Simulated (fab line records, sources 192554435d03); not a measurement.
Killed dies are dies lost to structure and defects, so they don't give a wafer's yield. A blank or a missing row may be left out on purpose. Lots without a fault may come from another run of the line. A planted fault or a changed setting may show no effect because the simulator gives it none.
Split-lot experiment | flow n5_finfet | 7 lots, 21 wafers read, on a route of 1938 steps

THE SPLIT
At N5_MIM_TOP_LITHO_EXPOSE_05 (exposes mask MIM TOP, target cd 2000 nm), the setting dose_mj was moved away from the recipe's 20.5 on 8 of the 21 wafers read, by -5.5% to +4.8%. The other wafers ran this setting at the recipe's value.

FROM THE SPLIT TO THE READING: what the file shows between them, 3 steps
- N5_MIM_TOP_LITHO_PEB_06
- N5_MIM_TOP_LITHO_DEVELOP_07: develop time 60 s
- N5_MIM_TOP_LITHO_HARDBAKE_09: time 120 s

THE READING
cd_nm, in nm, at N5_MIM_TOP_LITHO_CD_MEAS_08 (target cd 2000 nm). Fault-free wafers of this fab line usually give 2001.1 nm, standard deviation 1.8 nm.

wafer  | tool, chamber at the split | dose_mj as run | against the recipe | cd_nm, nm | against lot-mates on the recipe
L078.2 | krf_scanner-01, 0          | 20.5           | recipe             | 2004.1    | -
L078.4 | krf_scanner-01, 0          | 20.5           | recipe             | 2003.9    | -
L078.6 | krf_scanner-01, 0          | 20.5           | recipe             | 2003.4    | -
L081.2 | krf_scanner-01, 0          | 20.5           | recipe             | 1999.2    | -
L081.3 | krf_scanner-01, 0          | 20.5           | recipe             | 2000.5    | -
L081.4 | krf_scanner-01, 0          | 20.5           | recipe             | 2001.7    | -
L083.2 | krf_scanner-01, 0          | 21.32          | +4.0%              | 1995.0    | -9.4
L083.4 | krf_scanner-01, 0          | 21.32          | +4.0%              | 1996.7    | -7.7
L083.5 | krf_scanner-01, 0          | 20.5           | recipe             | 2004.4    | -
L085.1 | krf_scanner-01, 0          | 21.49          | +4.8%              | 1993.3    | -9.0
L085.2 | krf_scanner-01, 0          | 20.5           | recipe             | 2002.3    | -
L085.3 | krf_scanner-01, 0          | 21.49          | +4.8%              | 1990.8    | -11.5
L089.1 | krf_scanner-02, 0          | 20.5           | recipe             | 1998.4    | -
L089.3 | krf_scanner-02, 0          | 19.38          | -5.5%              | 2008.7    | +10.1
L089.5 | krf_scanner-02, 0          | 20.5           | recipe             | 1998.7    | -
L092.1 | krf_scanner-02, 0          | 20.5           | recipe             | 1998.4    | -
L092.3 | krf_scanner-02, 0          | 20.5           | recipe             | 2000.5    | -
L092.6 | krf_scanner-02, 0          | 19.56          | -4.6%              | 2006.7    | +7.2
L095.3 | krf_scanner-02, 0          | 20.04          | -2.2%              | 2004.5    | +4.0
L095.5 | krf_scanner-02, 0          | 20.5           | recipe             | 2000.5    | -
L095.6 | krf_scanner-02, 0          | 20.04          | -2.2%              | 2007.8    | +7.3

THE FIT
A straight line over all 21 wafers: cd_nm changes by -1.57 nm for each +1% of dose_mj; r = -0.90; the points scatter about the line by 2.1 nm.
The same after taking each lot's own level away (the mean of its wafers on the recipe; 21 wafers): -2.01 nm for each +1%; r = -0.98; scatter 1.1 nm.
On that fit, the largest move of dose_mj shifts the reading by 11 nm.
The lots' own levels span 1998.55 to 2004.40 nm, that is 3.2 times the standard deviation above.
So the lot-to-lot level changes the slope: the two fits differ.
Check: with one of the wafers moved furthest among these (-5.5%) left out of the fit, the line predicts +11.2 nm for it against its lot-mates. It came out at +10.1 nm against them.

OTHER SPLITS ON THESE WAFERS
These wafers also went through other splits before the reading. Each is held against what the fit with the lots' levels taken away leaves over:
other split on the same wafers    | wafers away from the commonest value | r with cd_nm (lot level and that fit taken away)
N5_BEOL_M14_TRENCH_ETCH_34 time_s | 9                                    | +0.11
N5_BEOL_M15_EXPOSE_25 dose_mj     | 9                                    | +0.23
N5_BEOL_M15_TRENCH_ETCH_34 bias_w | 7                                    | -0.10
N5_MIM_TOP_ALD_01 ald_cycles      | 6                                    | -0.34

THE FILE'S OWN FIT
cd_nm changes by -1.94 nm for each +1% of dose_mj, r = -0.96.
